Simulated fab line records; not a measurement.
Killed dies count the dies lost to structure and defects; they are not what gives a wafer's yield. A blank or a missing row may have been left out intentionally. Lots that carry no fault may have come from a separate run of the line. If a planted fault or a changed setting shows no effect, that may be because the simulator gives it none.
Which of the tools did it? + flow nand-harc + 24 lots, 72 wafers sampled, at 6 steps of a route of 1159

== WHAT THE GAUGES SHOWED, per wafer ==
NHARC_A_CHANNEL_FILL_D1_INSPECT_13. Usual: raw-defect-count at 320, with a standard deviation of 120.
| lot  | measured     | on                | raw-defect-count | flag |
|------|--------------|-------------------|------------------|------|
| L074 | day 10 14:25 | defect-inspect-02 | 290 251 179      |      |
| L075 | day 11 06:16 | defect-inspect-01 | 291 588 490      |      |
| L077 | day 11 06:26 | defect-inspect-02 | 304 341 214      |      |
| L076 | day 11 10:59 | defect-inspect-01 | 154 288 221      |      |
| L078 | day 11 16:41 | defect-inspect-01 | 278 266 251      |      |
| L079 | day 11 10:50 | defect-inspect-02 | 199 219 226      |      |
| L080 | day 11 16:42 | defect-inspect-02 | 221 147 282      |      |
| L081 | day 12 15:44 | defect-inspect-01 | 402 397 269      |      |
| L082 | day 12 15:34 | defect-inspect-01 | 431 361 448      |      |
| L083 | day 13 07:41 | defect-inspect-01 | 364 245 218      |      |
| L084 | day 13 07:38 | defect-inspect-02 | 457 870 407      |      |
| L085 | day 13 11:53 | defect-inspect-01 | 291 189 224      |      |
| L087 | day 14 10:45 | defect-inspect-01 | 522 380 541      |      |
| L086 | day 14 10:55 | defect-inspect-01 | 214 294 247      |      |
| L088 | day 14 16:15 | defect-inspect-01 | 290 390 410      |      |
| L089 | day 14 16:06 | defect-inspect-02 | 257 378 470      |      |
| L090 | day 15 00:10 | defect-inspect-02 | 187 254 159      |      |
| L091 | day 15 06:59 | defect-inspect-02 | 256 410 201      |      |
| L092 | day 15 06:59 | defect-inspect-01 | 411 391 529      |      |
| L093 | day 15 13:32 | defect-inspect-02 | 328 540 439      |      |
| L094 | day 15 16:55 | defect-inspect-01 | 212 181 338      |      |
| L095 | day 15 19:52 | defect-inspect-01 | 302 303 283      |      |
| L096 | day 15 19:52 | defect-inspect-02 | 276 267 228      |      |
| L097 | day 16 02:20 | defect-inspect-01 | 238 250 464      |      |

== WHAT TOOL EACH LOT RAN ON (gives the tool, then ch and the chambers of the sampled wafers, and finally the start) ==
| lot  | NHARC_P_M2_ANNEAL_31             | NHARC_P_M2_CMP_23             | NHARC_A_ONON_D1_DEP_33          | NHARC_A_CHANNEL_HOLE_D1_ETCH_25  | NHARC_A_CHANNEL_FILL_D1_ETCHBACK_20 |
|------|----------------------------------|-------------------------------|---------------------------------|----------------------------------|-------------------------------------|
| L074 | rtp-anneal-02 ch 0, day 6 06:22  | cmp-03 ch 0,1,2, day 6 06:40  | pecvd-01 ch 1,2, day 8 03:23    | har-etch-01 ch 0,1, day 8 11:40  | rie-diel-02 ch 0,1,2, day 9 14:31   |
| L075 | rtp-anneal-02 ch 0, day 6 22:20  | cmp-03 ch 0,1,2, day 6 22:41  | pecvd-02 ch 1,2, day 8 15:48    | har-etch-01 ch 0,1, day 9 00:48  | rie-diel-13 ch 0,2,3, day 10 03:42  |
| L077 | rtp-anneal-01 ch 0, day 7 01:12  | cmp-02 ch 0,2,3, day 7 01:34  | pecvd-01 ch 0,1, day 8 15:59    | har-etch-02 ch 0,1, day 9 02:04  | rie-diel-02 ch 1,2,3, day 10 03:43  |
| L076 | rtp-anneal-01 ch 0, day 7 01:31  | cmp-03 ch 0,2,3, day 7 01:53  | pecvd-04 ch 1,2, day 8 19:18    | har-etch-01 ch 0,1, day 9 04:58  | rie-diel-02 ch 0,2,3, day 10 08:53  |
| L078 | rtp-anneal-02 ch 0, day 7 07:25  | cmp-03 ch 0,2,3, day 7 07:47  | pecvd-02 ch 0,1,2, day 9 03:14  | har-etch-02 ch 0,1, day 9 14:36  | rie-diel-13 ch 2,3, day 10 17:28    |
| L079 | rtp-anneal-02 ch 0, day 7 08:13  | cmp-02 ch 1,3, day 7 08:35    | pecvd-02 ch 0,1,2, day 9 03:03  | har-etch-02 ch 0,1, day 9 10:19  | rie-diel-02 ch 0,2, day 10 13:39    |
| L080 | rtp-anneal-02 ch 0, day 7 09:04  | cmp-03 ch 0,2,3, day 7 09:25  | pecvd-01 ch 1,2, day 9 03:05    | har-etch-01 ch 0,1, day 9 10:53  | rie-diel-13 ch 0,2, day 10 13:40    |
| L081 | rtp-anneal-02 ch 0, day 8 06:11  | cmp-02 ch 0,1,3, day 8 06:34  | pecvd-01 ch 0,1, day 10 00:16   | har-etch-01 ch 0,1, day 10 09:13 | rie-diel-05 ch 1,2, day 11 14:25    |
| L082 | rtp-anneal-02 ch 0, day 8 09:44  | cmp-02 ch 0,1,3, day 8 10:05  | pecvd-02 ch 1,2, day 10 00:13   | har-etch-02 ch 0,1, day 10 07:49 | rie-diel-13 ch 0,1,3, day 11 14:25  |
| L083 | rtp-anneal-01 ch 0, day 8 10:47  | cmp-04 ch 1,3, day 8 11:02    | pecvd-04 ch 0,1, day 10 18:06   | har-etch-02 ch 0,1, day 11 02:44 | rie-diel-02 ch 0,1, day 12 06:56    |
| L084 | rtp-anneal-02 ch 0, day 8 17:19  | cmp-03 ch 1,2, day 8 17:40    | pecvd-01 ch 0,1, day 10 18:08   | har-etch-01 ch 0,1, day 11 02:37 | rie-diel-13 ch 0,2,3, day 12 06:56  |
| L085 | rtp-anneal-02 ch 0, day 8 17:44  | cmp-04 ch 1,2,3, day 8 18:03  | pecvd-02 ch 0,1,2, day 10 18:19 | har-etch-02 ch 0,1, day 11 06:46 | rie-diel-13 ch 0,2,3, day 12 10:12  |
| L087 | rtp-anneal-02 ch 0, day 10 01:55 | cmp-03 ch 1,2,3, day 10 02:13 | pecvd-02 ch 1,2, day 11 21:31   | har-etch-02 ch 0,1, day 12 05:05 | rie-diel-02 ch 0,2,3, day 13 11:22  |
| L086 | rtp-anneal-02 ch 0, day 10 02:47 | cmp-04 ch 1,2,3, day 10 03:01 | pecvd-01 ch 0,2, day 11 21:33   | har-etch-01 ch 0,1, day 12 05:26 | rie-diel-13 ch 0,2,3, day 13 11:22  |
| L088 | rtp-anneal-02 ch 0, day 10 08:19 | cmp-04 ch 2,3, day 10 08:37   | pecvd-02 ch 0,1, day 12 02:45   | har-etch-01 ch 0,1, day 12 11:33 | rie-diel-13 ch 1,2,3, day 13 16:38  |
| L089 | rtp-anneal-02 ch 0, day 10 09:00 | cmp-04 ch 1,2,3, day 10 09:16 | pecvd-01 ch 1,2, day 12 02:50   | har-etch-02 ch 0,1, day 12 12:57 | rie-diel-02 ch 0,2, day 13 16:38    |
| L090 | rtp-anneal-01 ch 0, day 10 13:35 | cmp-04 ch 0,2,3, day 10 13:56 | pecvd-04 ch 1,2, day 12 12:12   | har-etch-01 ch 0,1, day 12 21:09 | rie-diel-02 ch 0,2,3, day 14 00:26  |
| L091 | rtp-anneal-01 ch 0, day 10 16:39 | cmp-04 ch 0,1,2, day 10 16:58 | pecvd-02 ch 0,1, day 12 12:20   | har-etch-01 ch 0,1, day 13 01:11 | rie-diel-13 ch 0,1,2, day 14 05:28  |
| L092 | rtp-anneal-02 ch 0, day 10 16:58 | cmp-03 ch 0,2, day 10 17:37   | pecvd-01 ch 0,1, day 12 12:14   | har-etch-02 ch 0,1, day 13 03:41 | rie-diel-05 ch 0,1,3, day 14 05:28  |
| L093 | rtp-anneal-01 ch 0, day 10 23:07 | cmp-03 ch 1,2,3, day 10 23:28 | pecvd-02 ch 0,1,2, day 12 19:48 | har-etch-01 ch 0,1, day 13 07:03 | rie-diel-13 ch 1,2,3, day 14 12:06  |
| L094 | rtp-anneal-01 ch 0, day 11 08:15 | cmp-03 ch 0,1, day 11 08:35   | pecvd-01 ch 1,2, day 13 05:12   | har-etch-01 ch 0,1, day 13 12:54 | rie-diel-05 ch 1,2, day 14 16:01    |
| L095 | rtp-anneal-02 ch 0, day 11 15:20 | cmp-04 ch 1,2,3, day 11 15:39 | pecvd-01 ch 1,2, day 13 09:37   | har-etch-01 ch 0,1, day 13 19:17 | rie-diel-13 ch 1,3, day 14 20:08    |
| L096 | rtp-anneal-01 ch 0, day 11 15:24 | cmp-04 ch 0,2,3, day 11 15:49 | pecvd-02 ch 1,2, day 13 09:13   | har-etch-02 ch 0,1, day 13 16:55 | rie-diel-05 ch 1,2,3, day 14 20:08  |
| L097 | rtp-anneal-02 ch 0, day 11 19:22 | cmp-03 ch 0,1,2, day 11 19:40 | pecvd-04 ch 1,2, day 13 13:01   | har-etch-02 ch 0,1, day 13 23:50 | rie-diel-13 ch 0,1,3, day 15 02:31  |
- NHARC_P_M2_ANNEAL_31: time 90 s.
- NHARC_P_M2_CMP_23: polishes, t overpolish 20 s, target thk 144.3 nm.
- NHARC_A_ONON_D1_DEP_33: deposits SiO2, target thk 200 nm.
- NHARC_A_CHANNEL_HOLE_D1_ETCH_25: etches the open film in C4F8/O2/Ar, time 1040.2 s, target depth 1500 nm.
- NHARC_A_CHANNEL_FILL_D1_ETCHBACK_20: etches the open film in C4F8/O2/Ar, target depth 27 nm, time 13.5 s.

== WHAT THE TOOLS THEMSELVES READ (means of the sampled wafers that have a number; where no wafer has one, the mark that the record gives instead) ==
NHARC_P_M2_ANNEAL_31. Usual: wafer_temp_C_max at 226.0, with a standard deviation of 0.33.
| lot  | tool          | wafer_temp_C_max | flag |
|------|---------------|------------------|------|
| L074 | rtp-anneal-02 | 225.7            |      |
| L075 | rtp-anneal-02 | 225.8            |      |
| L077 | rtp-anneal-01 | 226.3            |      |
| L076 | rtp-anneal-01 | 226.7            |      |
| L078 | rtp-anneal-02 | 226.1            |      |
| L079 | rtp-anneal-02 | 226.0            |      |
| L080 | rtp-anneal-02 | 225.7            |      |
| L081 | rtp-anneal-02 | 225.9            |      |
| L082 | rtp-anneal-02 | 225.9            |      |
| L083 | rtp-anneal-01 | 226.2            |      |
| L084 | rtp-anneal-02 | 226.0            |      |
| L085 | rtp-anneal-02 | 225.5            |      |
| L087 | rtp-anneal-02 | 225.6            |      |
| L086 | rtp-anneal-02 | 225.8            |      |
| L088 | rtp-anneal-02 | 225.8            |      |
| L089 | rtp-anneal-02 | 226.2            |      |
| L090 | rtp-anneal-01 | 226.2            |      |
| L091 | rtp-anneal-01 | 226.4            |      |
| L092 | rtp-anneal-02 | 225.7            |      |
| L093 | rtp-anneal-01 | 226.2            |      |
| L094 | rtp-anneal-01 | 226.4            |      |
| L095 | rtp-anneal-02 | 225.8            |      |
| L096 | rtp-anneal-01 | 226.1            |      |
| L097 | rtp-anneal-02 | 225.7            |      |

NHARC_P_M2_CMP_23. Usual: motor-current-A 12.4 A, standard deviation 1.5; time-to-endpoint-s 30 s, standard deviation 3.2.
| lot  | tool   | motor-current-A (A) | time-to-endpoint-s (s) | flag |
|------|--------|---------------------|------------------------|------|
| L074 | cmp-03 | 13.6                | 28                     |      |
| L075 | cmp-03 | 13.6                | 29                     |      |
| L077 | cmp-02 | 11.6                | 31                     |      |
| L076 | cmp-03 | 12.9                | 27                     |      |
| L078 | cmp-03 | 12.7                | 29                     |      |
| L079 | cmp-02 | 11.7                | 29                     |      |
| L080 | cmp-03 | 12.2                | 31                     |      |
| L081 | cmp-02 | 10.8                | 32                     |      |
| L082 | cmp-02 | 10.9                | 31                     |      |
| L083 | cmp-04 | 13.5                | 30                     |      |
| L084 | cmp-03 | 13.2                | 27                     |      |
| L085 | cmp-04 | 13.2                | 30                     |      |
| L087 | cmp-03 | 12.9                | 25                     |      |
| L086 | cmp-04 | 12.5                | 29                     |      |
| L088 | cmp-04 | 12.8                | 31                     |      |
| L089 | cmp-04 | 12.9                | 27                     |      |
| L090 | cmp-04 | 12.7                | 33                     |      |
| L091 | cmp-04 | 12.4                | 29                     |      |
| L092 | cmp-03 | 13.5                | 32                     |      |
| L093 | cmp-03 | 12.4                | 29                     |      |
| L094 | cmp-03 | 13.0                | 31                     |      |
| L095 | cmp-04 | 12.7                | 30                     |      |
| L096 | cmp-04 | 12.9                | 34                     |      |
| L097 | cmp-03 | 13.3                | 29                     |      |

NHARC_A_ONON_D1_DEP_33. Usual: heater-power-outer-w 270 W, standard deviation 62; heater-power-w 528 W, standard deviation 110; susceptor-temp-C 399.99 C, standard deviation 0.2; throttle-valve-pct 16.1 %, standard deviation 0.51.
| lot  | tool     | heater-power-outer-w (W) | heater-power-w (W) | susceptor-temp-C (C) | throttle-valve-pct (%) | flag |
|------|----------|--------------------------|--------------------|----------------------|------------------------|------|
| L074 | pecvd-01 | 254                      | 489                | 399.91               | 15.9                   |      |
| L075 | pecvd-02 | 270                      | 549                | 400.17               | 15.6                   |      |
| L077 | pecvd-01 | 207                      | 399                | 399.99               | 16.6                   |      |
| L076 | pecvd-04 | 242                      | 505                | 399.96               | 17.3                   |      |
| L078 | pecvd-02 | 310                      | 614                | 399.91               | 15.8                   |      |
| L079 | pecvd-02 | 280                      | 559                | 399.78               | 15.8                   |      |
| L080 | pecvd-01 | 237                      | 461                | 399.74               | 16.1                   |      |
| L081 | pecvd-01 | 260                      | 481                | 399.93               | 16.8                   |      |
| L082 | pecvd-02 | 279                      | 608                | 399.95               | 15.8                   |      |
| L083 | pecvd-04 | 331                      | 642                | 400.04               | 16.7                   |      |
| L084 | pecvd-01 | 251                      | 469                | 399.94               | 16.7                   |      |
| L085 | pecvd-02 | 275                      | 565                | 399.93               | 15.7                   |      |
| L087 | pecvd-02 | 271                      | 593                | 400.26               | 15.7                   |      |
| L086 | pecvd-01 | 318                      | 547                | 400.08               | 16.1                   |      |
| L088 | pecvd-02 | 242                      | 494                | 399.97               | 16.0                   |      |
| L089 | pecvd-01 | 254                      | 483                | 400.09               | 15.9                   |      |
| L090 | pecvd-04 | 301                      | 621                | 400.24               | 16.8                   |      |
| L091 | pecvd-02 | 220                      | 465                | 400.15               | 16.1                   |      |
| L092 | pecvd-01 | 272                      | 483                | 399.85               | 16.2                   |      |
| L093 | pecvd-02 | 263                      | 550                | 400.04               | 16.0                   |      |
| L094 | pecvd-01 | 218                      | 447                | 400.17               | 16.0                   |      |
| L095 | pecvd-01 | 244                      | 464                | 400.08               | 16.0                   |      |
| L096 | pecvd-02 | 247                      | 526                | 399.93               | 15.8                   |      |
| L097 | pecvd-04 | 309                      | 618                | 400.00               | 17.0                   |      |

NHARC_A_CHANNEL_HOLE_D1_ETCH_25. Usual: drypump-motor-current-A 5.53 A, standard deviation 0.29; esc-clamp-current-uA 0.0212, standard deviation 0.00058; showerhead-plenum-p-Torr 3.76 Torr, standard deviation 0.12; throttle-valve-pct 32.234 %, standard deviation 0.0093.
| lot  | tool        | drypump-motor-current-A (A) | esc-clamp-current-uA | showerhead-plenum-p-Torr (Torr) | throttle-valve-pct (%) | flag |
|------|-------------|-----------------------------|----------------------|---------------------------------|------------------------|------|
| L074 | har-etch-01 | 5.25                        | 0.0210               | 3.67                            | 32.232                 |      |
| L075 | har-etch-01 | 5.44                        | 0.0206               | 3.74                            | 32.225                 |      |
| L077 | har-etch-02 | 5.80                        | 0.0216               | 3.87                            | 32.244                 |      |
| L076 | har-etch-01 | 5.25                        | 0.0209               | 3.66                            | 32.232                 |      |
| L078 | har-etch-02 | 5.71                        | 0.0218               | 3.86                            | 32.231                 |      |
| L079 | har-etch-02 | 5.81                        | 0.0216               | 3.87                            | 32.242                 |      |
| L080 | har-etch-01 | 5.43                        | 0.0207               | 3.74                            | 32.238                 |      |
| L081 | har-etch-01 | 5.26                        | 0.0210               | 3.65                            | 32.237                 |      |
| L082 | har-etch-02 | 5.72                        | 0.0217               | 3.86                            | 32.240                 |      |
| L083 | har-etch-02 | 5.71                        | 0.0217               | 3.86                            | 32.241                 |      |
| L084 | har-etch-01 | 5.26                        | 0.0210               | 3.65                            | 32.227                 |      |
| L085 | har-etch-02 | 5.79                        | 0.0217               | 3.85                            | 32.224                 |      |
| L087 | har-etch-02 | 5.69                        | 0.0218               | 3.85                            | 32.234                 |      |
| L086 | har-etch-01 | 5.26                        | 0.0210               | 3.65                            | 32.225                 |      |
| L088 | har-etch-01 | 5.25                        | 0.0210               | 3.64                            | 32.237                 |      |
| L089 | har-etch-02 | 5.71                        | 0.0217               | 3.85                            | 32.230                 |      |
| L090 | har-etch-01 | 5.42                        | 0.0207               | 3.72                            | 32.241                 |      |
| L091 | har-etch-01 | 5.25                        | 0.0210               | 3.64                            | 32.244                 |      |
| L092 | har-etch-02 | 5.68                        | 0.0218               | 3.85                            | 32.226                 |      |
| L093 | har-etch-01 | 5.27                        | 0.0210               | 3.64                            | 32.225                 |      |
| L094 | har-etch-01 | 5.26                        | 0.0210               | 3.63                            | 32.231                 |      |
| L095 | har-etch-01 | 5.26                        | 0.0210               | 3.63                            | 32.238                 |      |
| L096 | har-etch-02 | 5.71                        | 0.0218               | 3.84                            | 32.220                 |      |
| L097 | har-etch-02 | 5.80                        | 0.0217               | 3.84                            | 32.234                 |      |

NHARC_A_CHANNEL_FILL_D1_ETCHBACK_20. Usual: oes-product-au 0.97 a.u., standard deviation 0.038; rf-vpp-V 979 V, standard deviation 6.7.
| lot  | tool        | oes-product-au (a.u.) | rf-vpp-V (V) | flag |
|------|-------------|-----------------------|--------------|------|
| L074 | rie-diel-02 | 1.00                  | 981          |      |
| L075 | rie-diel-13 | 0.93                  | 979          |      |
| L077 | rie-diel-02 | 1.00                  | 987          |      |
| L076 | rie-diel-02 | 0.99                  | 984          |      |
| L078 | rie-diel-13 | 0.93                  | 982          |      |
| L079 | rie-diel-02 | 1.00                  | 979          |      |
| L080 | rie-diel-13 | 0.93                  | 974          |      |
| L081 | rie-diel-05 | 1.00                  | 973          |      |
| L082 | rie-diel-13 | 1.00                  | 977          |      |
| L083 | rie-diel-02 | 0.92                  | 979          |      |
| L084 | rie-diel-13 | 0.99                  | 979          |      |
| L085 | rie-diel-13 | 1.00                  | 979          |      |
| L087 | rie-diel-02 | 0.91                  | 983          |      |
| L086 | rie-diel-13 | 0.99                  | 979          |      |
| L088 | rie-diel-13 | 1.00                  | 982          |      |
| L089 | rie-diel-02 | 0.94                  | 983          |      |
| L090 | rie-diel-02 | 0.92                  | 983          |      |
| L091 | rie-diel-13 | 0.99                  | 979          |      |
| L092 | rie-diel-05 | 0.92                  | 972          |      |
| L093 | rie-diel-13 | 1.01                  | 983          |      |
| L094 | rie-diel-05 | 0.92                  | 974          |      |
| L095 | rie-diel-13 | 1.01                  | 981          |      |
| L096 | rie-diel-05 | 0.93                  | 972          |      |
| L097 | rie-diel-13 | 0.96                  | 978          |      |

== THE ANSWER, worked out from the rows above alone ==
Rule: a lot is off if the mean of its wafers that have a number lies more than 3 standard deviations from the usual mean. A lot without any number at a reading at which 4 lots or more have one is off too. Where the step has rows for the other lots, those lots are counted as sound. First the gauges in route order, then the tools' own readings, where a lot's mean is used as printed above. At the first step where some lot is off, the reading lying furthest off is the one used; lots without a number count as furthest.
No lot is off on any of the readings shown, so nothing can be concluded from this.

== WHAT WAS PUT IN BY THE SIMULATOR ==
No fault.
